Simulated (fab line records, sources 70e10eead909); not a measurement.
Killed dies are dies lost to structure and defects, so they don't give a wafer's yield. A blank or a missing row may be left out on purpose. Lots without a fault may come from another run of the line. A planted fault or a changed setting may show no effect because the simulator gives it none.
fab line records | flow nand_harc
record lots=6 wafers=18 last_day=34
route steps=1302 shown P_GATE@137 END@1302
lots that met no fault: from a run of the same line without faults
start_h: hours from the record's first day to the start of the lot's first wafer shown | wait_h: hours since the lot's step before | " the same as in the row above | L1.1+2: a row that stands for several wafers | - no value, or no start given | * or withheld: withheld | < > ~ a bound
route shown NAME@n: a module of which the file shows steps, and the number in the route of the first | usual: mean/standard deviation of fault-free wafers | same: alike in all rows | chamber/n: place in a boat | sites: the reading at each site | _std_site: their standard deviation | _edge_site: outer sites' mean less inner sites' | radius_mm: how far each site lies from the wafer's centre | mask NAME#n: copy n | behind: the tool/chamber that last shaped the wafer | hold: why the lot was held/for how many hours/how that ended | device: the transistor (n, p or np) that didn't switch | end of line: the same wafers' tests at the end of the route | a step without rows: its recipe alone | killed: dies lost to structure and defects at the first sort, not the wafer's yield | map: a wafer's dies, x killed, . not, _ none there
set.NAME: the setting as run; set.NAME@STEP: as run at that earlier step | model.NAME: the simulator's own value behind a step, which no gauge read
lots at some steps of the route; a table a step, a row a wafer
services: from which hour (start_h, from the record's first day; less than 0 if before it) a tool's chamber was out of use, for how many hours, and why
## steps
# step NHARC_P_GATE_EBR_22
# step NHARC_P_GATE_EXPOSE_23
# recipe na=1.35 target_cd_nm=120 dose_mj=93.91 mask_id=P_GATE
# step NHARC_P_GATE_PEB_24
# recipe peb_temp_c=100 peb_time_s=65
# step NHARC_P_GATE_DEVELOP_25
# recipe develop_time_s=35 dev_temp_c=23
# step NHARC_P_GATE_CD_MEAS_26
# recipe target_cd_nm=120 landing_energy_ev=500
# usual cd_nm=120.0/0.73
# columns lot.wafer tool chamber start_h wait_h cd_nm
L425.3 cd_sem-03 0 145.22 - 120.5
L425.5 " 0 " " 120.1
L425.6 " 0 " " 119.5
L427.3 cd_sem-01 0 161.48 - 120.3
L427.4 " 0 " " 121.3
L427.6 " 0 " " 120.9
L428.1 cd_sem-03 0 173.42 - 119.0
L428.5 " 0 " " 118.4
L428.6 " 0 " " 119.2
L429.1 cd_sem-03 0 183.49 - 119.9
L429.4 " 0 " " 118.5
L429.5 " 0 " " 119.4
L431.2 cd_sem-02 0 207.67 - 119.0
L431.4 " 0 " " 119.8
L431.5 " 0 " " 119.4
L443.1 cd_sem-01 0 332.67 - 119.9
L443.2 " 0 " " 120.2
L443.6 " 0 " " 119.9
# step NHARC_P_GATE_OVL_MEAS_27
# usual overlay_x_nm=0.0/0.83 overlay_y_nm=0.2/0.89
# columns lot.wafer tool chamber start_h wait_h overlay_x_nm overlay_y_nm
L425.3 overlay-01 - 145.31 - 0.3 -0.1
L425.5 " - " " -0.6 -0.3
L425.6 " - " " -0.5 0.2
L427.3 overlay-02 - 161.56 - 1.4 0.3
L427.4 " - " " 0.7 0.4
L427.6 " - " " 1.5 0.0
L428.1 overlay-02 - 173.51 - -0.7 0.6
L428.5 " - " " -1.4 -0.1
L428.6 " - " " -1.0 -0.2
L429.1 overlay-01 - 183.58 - 0.3 -1.5
L429.4 " - " " -0.3 -1.1
L429.5 " - " " 0.1 -1.3
L431.2 overlay-02 - 207.76 - -0.3 -1.7
L431.4 " - " " -0.3 -1.4
L431.5 " - " " 0.2 -1.6
L443.1 overlay-02 - 332.75 - -1.4 0.1
L443.2 " - " " -1.4 0.6
L443.6 " - " " -2.2 1.0
# step NHARC_P_GATE_INSPECT_28
# usual raw_defect_count=5.7/2.8
# columns lot.wafer tool chamber start_h wait_h raw_defect_count
L425.3 defect_inspect-01 - 145.35 0.0 5
L425.5 " - " " 6
L425.6 " - " " 7
L427.3 defect_inspect-02 - 161.60 0.0 6
L427.4 " - " " 3
L427.6 " - " " 6
L428.1 defect_inspect-02 - 173.55 0.0 6
L428.5 " - " " 5
L428.6 " - " " 5
L429.1 defect_inspect-02 - 183.62 0.0 6
L429.4 " - " " 6
L429.5 " - " " 6
L431.2 defect_inspect-01 - 207.80 0.0 3
L431.4 " - " " 6
L431.5 " - " " 3
L443.1 defect_inspect-01 - 332.79 0.0 5
L443.2 " - " " 8
L443.6 " - " " 8
# step NHARC_P_GATE_DESCUM_31
# recipe time_s=3 o2_flow_sccm=200 ar_flow_sccm=0 bias_power_w=0 chemistry=O2
# usual drypump_motor_current_A=5.6/0.39 oes_product_au=1.001/0.01 rf_vpp_V=57.8/0.85 showerhead_plenum_p_Torr=1.92/0.07 throttle_valve_pct=11.311/0.0082
# columns lot.wafer tool chamber start_h wait_h drypump_motor_current_A oes_product_au rf_hours_counter_h rf_vpp_V showerhead_plenum_p_Torr throttle_valve_pct
L425.3 rie_diel-10 0 145.42 0.1 6.0 0.986 4 58.9 2.06 11.314
L425.5 " 2 " " 5.8 1.016 - 58.8 1.94 11.312
L425.6 " 3 " " 5.6 0.996 - 58.1 1.87 11.304
L427.3 rie_diel-10 0 161.67 0.1 6.0 1.000 6 58.4 2.06 11.320
L427.4 " 1 " " 5.6 1.006 7 58.5 1.91 11.328
L427.6 " 2 " " 5.8 1.010 - 58.9 1.94 11.322
L428.1 rie_diel-10 0 173.64 0.1 6.0 0.985 7 60.0 2.06 11.314
L428.5 " 1 " " 5.5 1.000 - 57.5 1.91 11.332
L428.6 " 2 " " 5.8 1.006 - 58.1 1.94 11.315
L429.1 rie_diel-01 1 183.69 0.1 5.5 1.020 7 57.9 1.98 11.311
L429.4 " 2 " " 6.0 1.011 6 57.1 1.87 11.298
L429.5 " 1 " " 5.5 1.012 - 57.7 1.98 11.310
L431.4 rie_diel-10 0 207.87 0.1 6.0 0.993 8 57.9 2.06 11.315
L431.2 " 1 " " 5.5 1.003 9 58.9 1.90 11.300
L431.5 " 0 " " 6.0 1.005 - 58.5 2.06 11.302
L443.1 rie_diel-10 2 332.87 0.1 5.8 1.005 4 58.9 1.94 11.315
L443.2 " 3 " " 5.6 1.011 4 57.6 1.87 11.326
L443.6 " 1 " " 5.5 1.002 - 59.4 1.90 11.312
# step NHARC_P_GATE_ETCH_104
# recipe target_depth_a=600 time_s=withheld cf4_flow_sccm=100 chf3_flow_sccm=30 ar_flow_sccm=0 rf_w=500 bias_w=200 chemistry=CF4/CHF3
# usual bias_w=200.1/0.61 cf4_flow_sccm=100.01/0.27 drypump_motor_current_A=5.6/0.4 oes_product_au=0.943/0.023 rf_vpp_V=370.8/2 showerhead_plenum_p_Torr=1.58/0.054 throttle_valve_pct=16.801/0.0098
# columns lot.wafer tool chamber start_h wait_h bias_w cf4_flow_sccm drypump_motor_current_A oes_product_au rf_vpp_V showerhead_plenum_p_Torr throttle_valve_pct
L425.3 rie_diel-10 3 145.54 0.1 199.9 99.81 5.6 0.948 370.3 1.54 16.808
L425.6 " 2 " " 200.4 99.90 5.8 0.964 373.2 1.59 16.818
L425.5 " 3 " " 200.5 100.03 5.6 0.942 369.2 1.54 16.805
L427.4 rie_diel-10 2 161.74 0.1 199.4 100.37 5.8 0.969 370.4 1.59 16.804
L427.3 " 0 " " 200.2 99.91 6.0 0.964 374.4 1.69 16.802
L427.6 " 3 " " 199.9 99.82 5.6 0.944 369.3 1.54 16.799
L428.1 rie_diel-10 3 173.70 0.1 199.8 99.96 5.6 0.915 370.9 1.54 16.793
L428.5 " 2 " " 200.0 99.85 5.8 0.937 370.6 1.59 16.805
L428.6 " 3 " " 199.6 99.50 5.6 0.921 369.4 1.54 16.808
L429.1 rie_diel-01 3 183.76 0.1 201.2 99.96 5.1 0.920 368.7 1.52 16.790
L429.4 " 2 " " 201.1 100.07 6.0 0.933 369.6 1.54 16.786
L429.5 " 3 " " 200.6 100.14 5.1 0.928 370.3 1.52 16.793
L431.4 rie_diel-10 0 207.94 0.1 200.5 100.01 6.0 0.950 373.9 1.69 16.797
L431.2 " 2 " " 200.1 100.24 5.8 0.989 371.6 1.59 16.799
L431.5 " 1 " " 200.0 100.21 5.5 0.983 370.0 1.57 16.794
L443.1 rie_diel-10 2 332.94 0.1 200.0 100.28 5.8 0.933 370.6 1.59 16.795
L443.2 " 3 " " 200.9 99.83 5.6 0.925 369.9 1.54 16.801
L443.6 " 1 " " 198.8 100.36 5.5 0.937 372.5 1.57 16.795
# step NHARC_P_GATE_HM_OPEN_105
# recipe target_depth_a=3600 o2_flow_sccm=400 cos_flow_sccm=20 ar_flow_sccm=0 rf_w=500 bias_w=300 chemistry=O2/COS
# usual drypump_motor_current_A=5.6/0.4 oes_product_au=0.999/0.01 rf_vpp_V=467.3/2.4 showerhead_plenum_p_Torr=3.13/0.11 throttle_valve_pct=28.330/0.009
# columns lot.wafer tool chamber start_h wait_h drypump_motor_current_A oes_product_au rf_hours_counter_h rf_vpp_V showerhead_plenum_p_Torr throttle_valve_pct
L425.3 rie_diel-10 1 - - 5.6 0.985 5 466.8 3.11 28.328
L425.5 " 2 " " 5.8 1.023 - 468.3 3.16 28.340
L425.6 " 3 " " 5.6 0.995 - 465.1 3.06 28.329
L427.3 rie_diel-10 3 - - 5.6 0.991 4 465.7 3.06 28.318
L427.4 " 1 " " 5.5 0.993 7 466.5 3.11 28.302
L427.6 " 3 " " 5.6 0.989 - 466.8 3.06 28.340
L428.1 rie_diel-10 2 - - 5.8 1.004 7 468.4 3.16 28.327
L428.5 " 2 " " 5.8 1.007 - 468.0 3.16 28.345
L428.6 " 3 " " 5.6 0.997 - 466.5 3.06 28.321
L429.1 rie_diel-01 0 - - 4.9 1.015 8 465.2 3.04 28.318
L429.4 " 1 " " 5.5 1.008 7 468.2 3.22 28.333
L429.5 " 1 " " 5.5 1.014 - 469.2 3.22 28.324
L431.4 rie_diel-10 3 - - 5.6 1.000 7 465.5 3.06 28.321
L431.2 " 0 " " 6.0 0.998 8 472.9 3.35 28.335
L431.5 " 3 " " 5.6 1.007 - 466.2 3.06 28.346
L443.1 rie_diel-10 3 - - 5.6 1.022 4 464.7 3.05 28.334
L443.2 " 1 " " 5.5 0.991 3 467.0 3.11 28.319
L443.6 " 3 " " 5.6 1.010 - 466.5 3.05 28.337
# step NHARC_P_GATE_STRIP_106
# recipe o2_flow_sccm=400 cos_flow_sccm=20 ar_flow_sccm=0 bias_w=0 chemistry=O2/COS
# step NHARC_P_GATE_ETCH_114
# recipe target_depth_a=300 overetch_a=30 time_s=16.5 ion_energy_ev=100 cf4_flow_sccm=80 o2_flow_sccm=20 ar_flow_sccm=0 rf_w=300 bias_w=100 chemistry=CF4/O2
# usual bias_w=100.0/0.32 cf4_flow_sccm=80.01/0.24 drypump_motor_current_A=5.5/0.41 oes_product_au=0.999/0.011 rf_vpp_V=197.9/1.3 showerhead_plenum_p_Torr=1.34/0.049 throttle_valve_pct=13.397/0.0094
# columns lot.wafer tool chamber start_h wait_h bias_w cf4_flow_sccm drypump_motor_current_A oes_product_au rf_hours_counter_h rf_vpp_V showerhead_plenum_p_Torr throttle_valve_pct
L425.3 rie_diel-10 1 - - 100.3 79.87 5.5 0.987 5 197.3 1.33 13.412
L425.6 " 2 " " 100.1 80.47 5.7 1.013 - 196.5 1.35 13.388
L425.5 " 3 " " 100.0 80.47 5.6 0.980 - 196.5 1.31 13.394
L427.4 rie_diel-10 3 - - 100.3 80.16 5.6 0.996 5 197.6 1.31 13.401
L427.3 " 0 " " 99.7 80.04 6.0 0.989 6 199.4 1.44 13.409
L427.6 " 2 " " 100.5 80.20 5.8 1.010 - 196.5 1.35 13.397
L428.1 rie_diel-10 2 - - 99.8 80.11 5.8 0.999 7 197.9 1.35 13.408
L428.6 " 1 " " 100.7 80.01 5.5 0.999 - 197.4 1.33 13.396
L428.5 " 2 " " 100.0 80.14 5.8 1.016 - 198.1 1.35 13.395
L429.1 rie_diel-01 1 - - 100.3 80.18 5.5 1.005 7 198.2 1.38 13.395
L429.4 " 2 " " 99.7 79.75 6.0 1.009 6 196.8 1.30 13.395
L429.5 " 3 " " 99.9 80.15 5.1 0.985 - 197.0 1.29 13.400
L431.4 rie_diel-10 0 - - 99.9 79.52 6.0 0.996 8 199.4 1.44 13.395
L431.2 " 2 " " 99.6 79.96 5.8 1.021 9 197.5 1.35 13.394
L431.5 " 0 " " 99.5 79.78 6.0 0.978 - 200.6 1.44 13.409
L443.2 rie_diel-10 1 - - 100.2 79.87 5.5 0.989 3 197.3 1.33 13.383
L443.1 " 2 " " 100.3 79.99 5.8 1.002 4 199.2 1.35 13.408
L443.6 " 0 " " 99.3 80.58 6.0 0.989 - 199.5 1.44 13.392
# step NHARC_P_GATE_ETCH_32
# recipe target_depth_a=1500 over_etch_frac=1 over_etch_ion_energy_ev=40 time_s=100.1 hbr_flow_sccm=150 cl2_flow_sccm=50 rf_w=400 icp_w=400 bias_w=100 chemistry=HBr/Cl2
# usual bias_w=99.97/0.3 chamber_pressure_mTorr=15.001/0.012 drypump_motor_current_A=5.8/0.41 oes_product_au=1.005/0.0092 throttle_valve_pct=26.407/0.0092
# columns lot.wafer tool chamber start_h wait_h bias_w chamber_pressure_mTorr drypump_motor_current_A oes_product_au rf_hours_counter_h throttle_valve_pct
L425.3 rie_si-04 2 145.99 - 99.74 14.985 5.2 0.994 1.1 26.416
L425.5 " 2 " " 99.50 15.006 5.2 1.004 - 26.401
L425.6 " 3 " " 99.92 15.029 6.2 1.002 - 26.415
L427.4 rie_si-02 1 162.12 - 100.07 15.003 6.1 1.013 0.2 26.405
L427.3 " 0 " " 100.47 15.009 5.5 1.012 0.2 26.408
L427.6 " 2 " " 100.01 15.007 5.2 1.013 - 26.422
L428.1 rie_si-04 3 174.07 - - - - - - -
L428.6 " 3 " " - - - - - -
L428.5 " 0 " " - - - - - -
L429.1 rie_si-02 1 184.14 - - - - - - -
L429.4 " 3 " " - - - - - -
L429.5 " 1 " " - - - - - -
L431.2 rie_si-06 2 208.36 - 99.88 15.020 5.6 1.006 0.8 26.415
L431.4 " 1 " " 100.16 14.991 6.2 0.996 - 26.400
L431.5 " 2 " " 100.07 14.993 5.6 1.009 - 26.409
L443.2 rie_si-04 0 333.31 - 99.79 14.990 6.2 1.006 1.0 26.413
L443.1 " 3 " " 100.44 15.012 6.2 1.017 1.1 26.396
L443.6 " 0 " " 99.84 15.022 6.2 1.015 - 26.407
# step NHARC_P_GATE_STRIP_108
# recipe o2_flow_sccm=500 ar_flow_sccm=0 bias_w=0 chemistry=O2
# usual drypump_motor_current_A=5.6/0.42 oes_product_au=0.998/0.0095 rf_vpp_V=57.8/0.97 showerhead_plenum_p_Torr=3.53/0.12 throttle_valve_pct=17.036/0.009
# columns lot.wafer tool chamber start_h wait_h drypump_motor_current_A oes_product_au rf_hours_counter_h rf_vpp_V showerhead_plenum_p_Torr throttle_valve_pct
L425.3 rie_diel-10 0 146.20 - 6.0 0.989 4.6 59.1 3.79 17.058
L425.6 " 1 " " 5.5 0.992 - 57.9 3.52 17.029
L425.5 " 2 " " 5.8 1.004 - 57.9 3.57 17.030
L427.4 rie_diel-01 2 162.28 - 6.0 1.008 5.6 57.4 3.45 17.045
L427.3 " 1 " " 5.5 1.003 6.2 58.2 3.64 17.034
L427.6 " 2 " " 6.0 1.016 - 58.9 3.45 17.029
L428.1 rie_diel-01 2 174.28 - 6.0 1.005 5.8 58.3 3.45 17.025
L428.6 " 3 " " 5.1 0.984 - 56.6 3.41 17.022
L428.5 " 0 " " 4.9 1.023 - 58.4 3.44 17.040
L429.1 rie_diel-03 0 184.30 - 5.4 0.992 3.8 58.6 3.64 17.029
L429.4 " 3 " " 6.1 1.005 3.8 57.5 3.34 17.035
L429.5 " 0 " " 5.4 0.992 - 58.4 3.64 17.037
L431.4 rie_diel-03 3 208.54 - 6.1 1.009 5.7 56.3 3.34 17.040
L431.2 " 0 " " 5.4 0.988 5.7 58.3 3.64 17.036
L431.5 " 1 " " 6.1 0.991 - 59.0 3.63 17.033
L443.2 rie_diel-03 3 333.50 - 6.1 1.000 2.6 58.1 3.33 17.036
L443.1 " 0 " " 5.4 0.990 2.2 57.6 3.64 17.023
L443.6 " 1 " " 6.1 1.008 - 59.8 3.62 17.043
# step NHARC_END_SORT_01
# recipe temp_c=25
# usual killed_at_array=53/18 killed_at_other=1.0/1.2 killed_at_periphery=3.6/2.4 killed_dies=58/18 killed_open=3.4/1.8 killed_short=2.3/1.5
# same gross_dies=677
# columns lot.wafer tool chamber start_h wait_h killed_at_array killed_at_other killed_at_periphery killed_dies killed_open killed_short
L425.3 prober-02 0 621.00 3.1 44 1 3 48 4 4
L425.5 prober-02 0 622.60 3.7 45 1 4 50 7 3
L425.6 prober-02 0 623.39 4.0 43 1 5 49 3 7
L428.1 prober-02 0 643.87 2.5 59 0 618 677 4 2
L428.5 prober-02 0 647.04 3.7 52 1 624 677 4 5
L428.6 prober-02 0 647.84 4.0 52 1 624 677 3 1
L429.1 prober-02 0 651.62 2.5 39 0 638 677 3 0
L429.4 prober-02 0 653.99 3.4 41 0 636 677 4 3
L429.5 prober-02 0 654.78 3.7 34 0 643 677 2 4
# killed by level:class
L425.3 A_CHANNEL_HOLE_D2:chamber_film_flake=27 A_CONTACT:chamber_film_flake=7 A_CHANNEL_HOLE_D1:chamber_film_flake=2 P_STI:geometric_particle:short=1 P_GATE:geometric_particle:open=1 P_CONTACT:geometric_particle:open=1 A_CHANNEL_HOLE_D1:geometric_particle:short=1 A_ONON_D2:geometric_particle:open=1
L425.5 A_CHANNEL_HOLE_D2:chamber_film_flake=30 A_CHANNEL_HOLE_D1:chamber_film_flake=4 A_CHANNEL_HOLE_D1:geometric_particle:open=3 A_WL_FILL:chamber_film_flake=2 A_CONTACT:chamber_film_flake=2 P_GATE:geometric_particle:open=1 P_CONTACT:geometric_particle:open=1 P_M0:geometric_particle:open=1
L425.6 A_CHANNEL_HOLE_D2:chamber_film_flake=25 A_CONTACT:chamber_film_flake=5 A_CHANNEL_HOLE_D1:chamber_film_flake=3 A_STAIRCASE:chamber_film_flake=3 P_CONTACT:geometric_particle:short=2 P_GATE:geometric_particle:open=1 P_M1:geometric_particle:short=1 A_CHANNEL_FILL_D1:geometric_particle:short=1
L428.1 P_GATE:area_etch=614 A_CHANNEL_HOLE_D2:chamber_film_flake=35 A_CHANNEL_HOLE_D1:chamber_film_flake=6 A_DECK1_JOINT:chamber_film_flake=4 A_CONTACT:chamber_film_flake=4 A_WL_FILL:chamber_film_flake=3 P_CONTACT:geometric_particle:open=2 A_ZERO_WELL:chamber_film_flake=2
L428.5 P_GATE:area_etch=623 A_CHANNEL_HOLE_D2:chamber_film_flake=32 A_CONTACT:chamber_film_flake=3 A_CHANNEL_HOLE_D1:geometric_particle:short=2 A_STAIRCASE:chamber_film_flake=2 A_WL_FILL:chamber_film_flake=2 P_BONDPAD:geometric_particle:open=1 A_CHANNEL_HOLE_D1:geometric_particle:open=1
L428.6 P_GATE:area_etch=622 A_CHANNEL_HOLE_D2:chamber_film_flake=33 A_CHANNEL_HOLE_D1:chamber_film_flake=4 A_SLIT:chamber_film_flake=3 A_STAIRCASE:chamber_film_flake=3 A_CONTACT:chamber_film_flake=3 A_WL_FILL:chamber_film_flake=2 A_CHANNEL_HOLE_D1:geometric_particle:open=1
L429.1 P_GATE:area_etch=633 A_SLIT:chamber_film_flake=20 A_CHANNEL_HOLE_D2:chamber_film_flake=12 P_ZERO_WELL:chamber_film_flake=2 A_DECK1_JOINT:chamber_film_flake=2 A_CONTACT:chamber_film_flake=2 P_GATE:geometric_particle:open=1 A_SGD_CUT:geometric_particle:open=1
L429.4 P_GATE:area_etch=627 A_SLIT:chamber_film_flake=16 A_CHANNEL_HOLE_D2:chamber_film_flake=8 A_CONTACT:chamber_film_flake=5 A_CHANNEL_HOLE_D1:chamber_film_flake=4 P_CONTACT:chamber_film_flake=3 P_M2:chamber_film_flake=3 A_DECK1_JOINT:chamber_film_flake=2
L429.5 P_GATE:area_etch=640 A_SLIT:chamber_film_flake=16 A_CHANNEL_HOLE_D2:chamber_film_flake=8 A_ONON_D2:geometric_particle:short=2 P_CONTACT:chamber_film_flake=2 A_DECK1_JOINT:chamber_film_flake=2 A_ONON_D1:geometric_particle:short=1 A_WL_FILL:geometric_particle:short=1
# map L428.1 (x killed, . not)
____________x____________
_________xxxxxxx_________
_______xxxxxxxxxxx_______
______xxxxxxxxxxxxx______
_____xxxxxxxxxxxxxxx_____
____xxxxxxxxxxxxxxxxx____
____xxxxxxxxxxxxxxxxx____
___xxxxxxxxxxxxxxxxxxx___
___xxxxxxxxxxxxxxxxxxx___
__xxxxxxxxxxxxxxxxxxxxx__
__xxxxxxxxxxxxxxxxxxxxx__
_xxxxxxxxxxxxxxxxxxxxxxx_
_xxxxxxxxxxxxxxxxxxxxxxx_
_xxxxxxxxxxxxxxxxxxxxxxx_
_xxxxxxxxxxxxxxxxxxxxxxx_
_xxxxxxxxxxxxxxxxxxxxxxx_
xxxxxxxxxxxxxxxxxxxxxxxxx
xxxxxxxxxxxxxxxxxxxxxxxxx
xxxxxxxxxxxxxxxxxxxxxxxxx
xxxxxxxxxxxxxxxxxxxxxxxxx
xxxxxxxxxxxxxxxxxxxxxxxxx
_xxxxxxxxxxxxxxxxxxxxxxx_
_xxxxxxxxxxxxxxxxxxxxxxx_
_xxxxxxxxxxxxxxxxxxxxxxx_
_xxxxxxxxxxxxxxxxxxxxxxx_
_xxxxxxxxxxxxxxxxxxxxxxx_
__xxxxxxxxxxxxxxxxxxxxx__
__xxxxxxxxxxxxxxxxxxxxx__
___xxxxxxxxxxxxxxxxxxx___
___xxxxxxxxxxxxxxxxxxx___
____xxxxxxxxxxxxxxxxx____
____xxxxxxxxxxxxxxxxx____
_____xxxxxxxxxxxxxxx_____
______xxxxxxxxxxxxx______
_______xxxxxxxxxxx_______
_________xxxxxxx_________
____________x____________
# map L429.1 (x killed, . not)
____________x____________
_________xxxxxxx_________
_______xxxxxxxxxxx_______
______xxxxxxxxxxxxx______
_____xxxxxxxxxxxxxxx_____
____xxxxxxxxxxxxxxxxx____
____xxxxxxxxxxxxxxxxx____
___xxxxxxxxxxxxxxxxxxx___
___xxxxxxxxxxxxxxxxxxx___
__xxxxxxxxxxxxxxxxxxxxx__
__xxxxxxxxxxxxxxxxxxxxx__
_xxxxxxxxxxxxxxxxxxxxxxx_
_xxxxxxxxxxxxxxxxxxxxxxx_
_xxxxxxxxxxxxxxxxxxxxxxx_
_xxxxxxxxxxxxxxxxxxxxxxx_
_xxxxxxxxxxxxxxxxxxxxxxx_
xxxxxxxxxxxxxxxxxxxxxxxxx
xxxxxxxxxxxxxxxxxxxxxxxxx
xxxxxxxxxxxxxxxxxxxxxxxxx
xxxxxxxxxxxxxxxxxxxxxxxxx
xxxxxxxxxxxxxxxxxxxxxxxxx
_xxxxxxxxxxxxxxxxxxxxxxx_
_xxxxxxxxxxxxxxxxxxxxxxx_
_xxxxxxxxxxxxxxxxxxxxxxx_
_xxxxxxxxxxxxxxxxxxxxxxx_
_xxxxxxxxxxxxxxxxxxxxxxx_
__xxxxxxxxxxxxxxxxxxxxx__
__xxxxxxxxxxxxxxxxxxxxx__
___xxxxxxxxxxxxxxxxxxx___
___xxxxxxxxxxxxxxxxxxx___
____xxxxxxxxxxxxxxxxx____
____xxxxxxxxxxxxxxxxx____
_____xxxxxxxxxxxxxxx_____
______xxxxxxxxxxxxx______
_______xxxxxxxxxxx_______
_________xxxxxxx_________
____________x____________
## services
# columns tool chamber start_h hours kind
rie_diel-10 0 123.77 - clean
rie_diel-10 1 123.77 - clean
rie_diel-10 2 123.77 - clean
rie_diel-10 3 123.77 - clean
rie_diel-10 0 148.27 - clean
rie_si-02 1 149.37 10.6 repair
rie_si-04 3 153.85 15.2 repair
rie_si-04 - 165.00 9.0 pm
rie_si-06 1 191.43 9.8 repair
rie_si-06 0 196.19 4.6 repair
rie_diel-01 - 203.88 9.0 pm
rie_si-06 3 206.67 7.6 repair
rie_diel-10 1 208.56 10.6 repair
rie_diel-01 0 216.30 5.2 repair
rie_diel-10 1 221.55 2.7 repair
rie_si-02 1 239.86 16.8 repair
rie_diel-10 - 242.77 9.0 pm
rie_si-06 - 249.00 9.0 pm
rie_si-06 3 268.19 13.6 repair
rie_si-02 - 277.00 9.0 pm
rie_diel-03 - 281.30 9.0 pm
rie_diel-03 3 291.79 10.1 repair
rie_diel-01 0 296.60 7.8 repair
rie_diel-10 1 318.84 3.5 repair
## key
first_sign step=NHARC_P_GATE_ETCH_32 reading=tool_record direction=missing
effect step=NHARC_END_SORT_01 reading=killed_at_periphery direction=up sigmas=99+ usual=3.6 struck=630.5
more_kills_born_at NHARC_P_GATE_ETCH_32@rie_si-02=1899 NHARC_P_GATE_ETCH_32@rie_si-04=1857
met_at NHARC_P_GATE_ETCH_32
struck_wafers L428.1,L428.5,L428.6,L429.1,L429.4,L429.5
later_rows_left_out L428.1,L428.5,L428.6,L429.1,L429.4,L429.5
tester_left_out L428,L429
onset_between 162.12 174.07
fault kind=skipped_step_whole tool=rie_si-02,rie_si-04 chamber=- onset_h=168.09 steps=NHARC_P_GATE_ETCH_32 scope=struck_lots_only
# tester_left_out: of these lots the tester's yield and bins aren't shown, on N5 and GAA mostly nor the transistor test; their killed dies are dies lost to structure and defects alone, not to doping, threshold or leakage, so they don't give the yield
# later_rows_left_out: the simulator's readings of these wafers behind a module that went badly wrong aren't trusted and aren't shown, but for the sort
